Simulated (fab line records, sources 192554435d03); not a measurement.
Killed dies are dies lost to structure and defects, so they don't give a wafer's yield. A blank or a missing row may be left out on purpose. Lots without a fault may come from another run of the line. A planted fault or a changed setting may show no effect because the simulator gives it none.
Split-lot experiment | flow n5_finfet | 7 lots, 39 wafers read, on a route of 1938 steps

THE SPLIT
At N5_BEOL_M3_ILD_DEP_00 (deposits SiOC from DEMS/O2, target thk 79 nm, time 15.3 s), the setting target_thk_a was moved away from the recipe's 790 angstrom on 18 of the 39 wafers read, by -36.9% to +55.9%. The other wafers ran this setting at the recipe's value.

The file shows no step between the split and the reading.

THE READING
M3_ILD_THK, in nm, at N5_BEOL_M3_THK_MEAS_01. Fault-free wafers of this fab line usually give 78.6 nm, standard deviation 1.1 nm.

wafer  | tool, chamber at the split | target_thk_a as run, angstrom | against the recipe | M3_ILD_THK, nm | against lot-mates on the recipe
L075.1 | pecvd-04, 1                | 790                           | recipe             | 76.6           | -
L075.2 | pecvd-04, 0                | 790                           | recipe             | 78.6           | -
L075.3 | pecvd-04, 1                | 914.5                         | +15.8%             | 91.0           | +13.1
L075.4 | pecvd-04, 0                | 790                           | recipe             | 78.6           | -
L075.5 | pecvd-04, 0                | 914.5                         | +15.8%             | 92.0           | +14.1
L075.6 | pecvd-04, 1                | 914.5                         | +15.8%             | 92.1           | +14.2
L079.1 | pecvd-02, 1                | 790                           | recipe             | 79.2           | -
L079.2 | pecvd-02, 0                | 498.2                         | -36.9%             | 48.5           | -29.7
L079.3 | pecvd-02, 2                | 790                           | recipe             | 77.2           | -
L079.4 | pecvd-02, 1                | 498.2                         | -36.9%             | 50.5           | -27.7
L079.5 | pecvd-02, 2                | 498.2                         | -36.9%             | 48.7           | -29.5
L079.6 | pecvd-02, 0                | 790                           | recipe             | 78.1           | -
L087.1 | pecvd-02, 0                | 790                           | recipe             | 77.6           | -
L087.2 | pecvd-02, 2                | 1172                          | +48.4%             | 116.2          | +37.1
L087.3 | pecvd-02, 1                | 1172                          | +48.4%             | 116.4          | +37.3
L087.4 | pecvd-02, 1,2              | 790                           | recipe             | 79.8           | -
L087.5 | pecvd-02, 0                | 1172                          | +48.4%             | 118.2          | +39.1
L087.6 | pecvd-02, 1,2              | 790                           | recipe             | 79.8           | -
L088.1 | pecvd-02, 2                | 790                           | recipe             | 79.3           | -
L088.2 | pecvd-02, 0                | 624.5                         | -20.9%             | 61.2           | -18.1
L088.3 | pecvd-02, 1                | 624.5                         | -20.9%             | 62.1           | -17.2
L088.4 | pecvd-02, 2                | 790                           | recipe             | 79.0           | -
L088.5 | pecvd-02, 0                | 624.5                         | -20.9%             | 62.6           | -16.7
L088.6 | pecvd-02, 1                | 790                           | recipe             | 79.6           | -
L090.1 | pecvd-02, 0                | 790                           | recipe             | 76.8           | -
L090.2 | pecvd-02, 2                | 1232                          | +55.9%             | 122.1          | +43.6
L090.3 | pecvd-02, 1                | 1232                          | +55.9%             | 121.4          | +42.9
L090.4 | pecvd-02, 1                | 790                           | recipe             | 80.2           | -
L090.5 | pecvd-02, 0                | 790                           | recipe             | 78.5           | -
L090.6 | pecvd-02, 2                | 1232                          | +55.9%             | 123.3          | +44.8
L091.1 | pecvd-03, 1                | 790                           | recipe             | 77.8           | -
L091.2 | pecvd-03, 2                | 1187                          | +50.3%             | 115.7          | +37.6
L091.3 | pecvd-03, 1                | 1187                          | +50.3%             | 119.0          | +40.9
L091.4 | pecvd-03, 2                | 790                           | recipe             | 77.9           | -
L091.5 | pecvd-03, 2                | 1187                          | +50.3%             | 117.4          | +39.3
L091.6 | pecvd-03, 1                | 790                           | recipe             | 78.6           | -
L095.2 | pecvd-03, 1                | 790                           | recipe             | 78.1           | -
L095.4 | pecvd-03, 1                | 790                           | recipe             | 79.9           | -
L095.6 | pecvd-03, 0                | 790                           | recipe             | 80.3           | -
Where a row lists several chambers, the file gives one row for several wafers and doesn't say which wafer went through which chamber.

THE FIT
A straight line over all 39 wafers: M3_ILD_THK changes by +0.785 nm for each +1% of target_thk_a; r = +1.00; the points scatter about the line by 1.1 nm.
The same after taking each lot's own level away (the mean of its wafers on the recipe; 39 wafers): +0.787 nm for each +1%; r = +1.00; scatter 1 nm.
On that fit, the largest move of target_thk_a shifts the reading by 44 nm.
The lots' own levels span 77.93 to 79.43 nm, that is 1.4 times the standard deviation above.
So the lot-to-lot level changes the slope little: the two slopes agree.
Check: with one of the wafers moved furthest among these (+55.9%) left out of the fit, the line predicts +44.1 nm for it against its lot-mates. It came out at +43.6 nm against them.

OTHER SPLITS ON THESE WAFERS
These wafers also went through other splits before the reading. Each is held against what the fit with the lots' levels taken away leaves over:
other split on the same wafers             | wafers away from the commonest value | r with M3_ILD_THK (lot level and that fit taken away)
N5_SD_EPI_N_EPI_21 epi_growth_time_s       | 12                                   | +0.00
N5_MOL_CONTACT_COAG_CONTACT_ETCH_14 time_s | 15                                   | +0.35

THE WHOLE CHAIN: every reading that the file lists as answering this split, in the file's order
step                   | what it does                                              | reading                                                                            | change (the file's fit)               | r (the file's)
N5_BEOL_M3_ILD_DEP_00  | deposits SiOC from DEMS/O2, target thk 79 nm, time 15.3 s | SiOC_of_BEOL_M3_ILD_DEP_00.thk_nm (the simulator's own value, which no gauge read) | +0.787 nm for each +1% of the setting | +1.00
N5_BEOL_M3_THK_MEAS_01 |                                                           | M3_ILD_THK                                                                         | +0.786 for each +1% of the setting    | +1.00

THE FILE'S OWN FIT
M3_ILD_THK changes by +0.786 nm for each +1% of target_thk_a, r = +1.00.
